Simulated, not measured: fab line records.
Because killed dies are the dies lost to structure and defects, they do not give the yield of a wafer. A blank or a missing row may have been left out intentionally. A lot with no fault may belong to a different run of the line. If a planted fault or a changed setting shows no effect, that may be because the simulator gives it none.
Matching of chambers | flow nand-harc | NHARC_P_BONDPAD_ETCH_37 on rie-diel-13 has 4 sister chambers
The step etches the open film in N2/H2, target depth 60 nm, overetch 18 nm, time 65.91 s. 54 wafers are shown with their chamber, then 12 later ones without.

WAFERS, EACH WITH ITS CHAMBER
wafer  | chamber | drypump-motor-current-A (A) | rf-vpp-V (V) | n2-flow-sccm (sccm)
L074.1 | 1       | 5.5                         | 435.1        | 150.9
L074.4 | 2       | 6.5                         | 434.2        | 149.5
L074.6 | 0       | 5.4                         | 435.0        | 150.4
L075.4 | 1       | 5.5                         | 433.8        | 149.9
L075.5 | 3       | 5.1                         | 428.9        | 149.7
L075.6 | 0       | 5.4                         | 432.9        | 149.3
L076.1 | 0       | 5.5                         | 434.7        | 149.9
L076.3 | 3       | 5.1                         | 429.4        | 150.2
L076.6 | 0       | 5.4                         | 434.1        | 149.4
L079.2 | 3       | 5.1                         | 428.4        | 150.3
L079.4 | 1       | 5.5                         | 434.0        | 150.6
L079.6 | 1       | 5.5                         | 435.9        | 150.4
L078.2 | 3       | 5.1                         | 429.8        | 150.4
L078.4 | 2       | 6.5                         | 434.0        | 149.9
L078.6 | 3       | 5.1                         | 427.3        | 150.9
L080.1 | 0       | 5.4                         | 434.7        | 149.7
L080.5 | 3       | 5.1                         | 427.7        | 150.5
L080.6 | 2       | 6.5                         | 433.9        | 150.6
L081.1 | 1       | 5.5                         | 435.4        | 149.9
L081.4 | 2       | 6.5                         | 434.6        | 150.0
L081.6 | 0       | 5.4                         | 433.3        | 149.7
L083.3 | 2       | 6.5                         | 434.0        | 149.8
L083.4 | 1       | 5.5                         | 434.7        | 149.8
L083.5 | 1       | 5.5                         | 434.3        | 149.6
L082.2 | 3       | 5.1                         | 429.2        | 149.7
L082.4 | 1       | 5.5                         | 434.9        | 150.4
L082.6 | 1       | 5.5                         | 433.3        | 150.1
L085.1 | 0       | 5.4                         | 434.8        | 149.7
L085.5 | 1       | 5.5                         | 434.8        | 150.4
L085.6 | 0       | 5.4                         | 433.4        | 149.1
L084.2 | 1       | 5.5                         | 434.4        | 150.7
L084.4 | 2       | 6.5                         | 433.4        | 150.0
L084.5 | 2       | 6.6                         | 434.7        | 149.5
L086.1 | 2       | 6.5                         | 434.4        | 149.8
L086.2 | 1       | 5.5                         | 435.1        | 149.6
L086.4 | 0       | 5.4                         | 432.8        | 150.4
L088.1 | 3       | 5.1                         | 429.9        | 149.5
L088.4 | 2       | 6.5                         | 434.6        | 149.8
L088.5 | 0       | 5.4                         | 434.0        | 150.0
L087.2 | 1       | 5.5                         | 435.3        | 149.6
L087.3 | 2       | 6.6                         | 430.9        | 150.5
L087.6 | 2       | 6.6                         | 435.5        | 150.0
L089.2 | 1       | 5.5                         | 433.5        | 151.1
L089.4 | 0       | 5.4                         | 433.7        | 149.9
L089.5 | 1       | 5.5                         | 434.5        | 150.1
L090.1 | 2       | 6.6                         | 433.7        | 149.5
L090.4 | 2       | 6.5                         | 433.7        | 149.5
L090.6 | 0       | 5.4                         | 434.6        | 149.8
L092.1 | 0       | 5.5                         | 434.3        | 149.7
L092.4 | 1       | 5.5                         | 433.9        | 149.9
L092.6 | 2       | 6.5                         | 435.3        | 150.5
L091.1 | 2       | 6.6                         | 434.7        | 149.9
L091.3 | 1       | 5.5                         | 434.1        | 149.8
L091.6 | 0       | 5.4                         | 432.6        | 149.7

SIGNATURES (means of the wafers above)
reading                 | chamber 0 | chamber 1 | chamber 2 | chamber 3 | scatter within a chamber
drypump-motor-current-A | 5.414     | 5.500     | 6.533     | 5.100     | 0.0318
rf-vpp-V                | 433.921   | 434.529   | 434.107   | 428.825   | 0.882
n2-flow-sccm            | 149.764   | 150.165   | 149.920   | 150.150   | 0.417
Rule: a wafer lies at a distance from a chamber equal to the root of the sum of squares, over the readings, of (its reading less the chamber's mean, divided by the reading's scatter). The wafer belongs to the nearest chamber; if the next one is less than 2 further off, it can't be placed. The scatter is the square root of a quotient: the sum, over the shown wafers, of each reading's squared deviation from its chamber's mean, divided by wafers minus chambers.

WAFERS MISSING THEIR CHAMBER
wafer  | drypump-motor-current-A (A) | rf-vpp-V (V) | n2-flow-sccm (sccm)
L093.2 | 5.1                         | 428.5        | 149.9
L093.3 | 5.5                         | 434.8        | 149.8
L093.6 | 6.6                         | 433.9        | 150.0
L094.3 | 5.1                         | 430.1        | 149.6
L094.5 | 5.1                         | 429.1        | 149.6
L094.6 | 6.5                         | 433.4        | 149.3
L095.2 | 6.5                         | 435.2        | 149.3
L095.3 | 5.5                         | 433.9        | 150.1
L095.5 | 6.5                         | 434.4        | 149.2
L096.1 | 6.5                         | 433.5        | 149.8
L096.2 | 5.1                         | 430.1        | 150.5
L096.4 | 5.5                         | 434.0        | 149.9

WHICH CHAMBER EACH ONE RAN IN
wafer  | from the rows above     | in truth
L093.2 | 3                       | 3
L093.3 | can't be placed: 1 or 0 | 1
L093.6 | 2                       | 2
L094.3 | 3                       | 3
L094.5 | 3                       | 3
L094.6 | 2                       | 2
L095.2 | 2                       | 2
L095.3 | 1                       | 1
L095.5 | 2                       | 2
L096.1 | 2                       | 2
L096.2 | 3                       | 3
L096.4 | can't be placed: 1 or 0 | 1
Correct placement for 10 of the 12. These rows do not allow placing 2 (true chamber among the candidates in 2). Placed wrongly: 0.
